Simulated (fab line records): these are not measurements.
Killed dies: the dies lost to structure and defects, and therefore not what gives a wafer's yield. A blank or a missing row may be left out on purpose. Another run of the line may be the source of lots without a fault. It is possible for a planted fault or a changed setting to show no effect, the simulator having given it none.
Matching of chambers    flow n5Finfet    rieDiel-06 running N5_BEOL_M4_ETCH_64: 4 sister chambers
The step etches SOC in N2/H2, target depth 75 nm, overetch 22.5 nm, time 121.9 s. 8 wafers are shown with their chamber, then 9 later ones without.

== WAFERS WITH THEIR CHAMBER ==
wafer   chamber  showerheadPlenumPTorr (Torr)  oesProductAu (a.u.)
L074.3  2        2.63                          0.54
L081.4  1        2.49                          0.73
L085.2  3        2.44                          0.57
L085.5  0        2.61                          0.53
L085.6  1        2.49                          0.72
L088.2  0        2.61                          0.54
L088.3  2        2.61                          0.53
L088.4  3        2.44                          0.56

== WAFERS WITHOUT THEIR CHAMBER ==
wafer   showerheadPlenumPTorr (Torr)  oesProductAu (a.u.)
L091.2  2.60                          0.53
L091.5  2.61                          0.51
L091.6  2.43                          0.55
L092.3  2.61                          0.52
L092.5  2.48                          0.69
L092.6  2.61                          0.52
L095.2  2.60                          0.52
L095.5  2.48                          0.68
L095.6  2.61                          0.51

== WHICH CHAMBER EACH WENT THROUGH ==
wafer   from the rows above      in truth
L091.2  can't be placed: 0 or 2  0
L091.5  can't be placed: 0 or 2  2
L091.6  3                        3
L092.3  can't be placed: 0 or 2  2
L092.5  1                        1
L092.6  can't be placed: 0 or 2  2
L095.2  can't be placed: 0 or 2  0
L095.5  1                        1
L095.6  can't be placed: 0 or 2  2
3 of 9 placed correctly. Cannot be placed on the basis of these rows: 6; the candidates contain the true chamber in 6. Wrongly placed: 0.
How it was worked out, from the rows above alone: a wafer's distance from a chamber is the root of the sum, over the readings, of the square of ((its reading less the chamber's mean) divided by the reading's scatter). If the next closest chamber is less than 2 further off than the closest, the wafer can't be placed; otherwise it belongs to the closest. For every chamber, the mean is computed from those of its wafers that are shown. How the scatter is found: for the shown wafers, subtract from each reading the mean of its chamber, square and add these, divide the total by (wafers less chambers), then take the root.
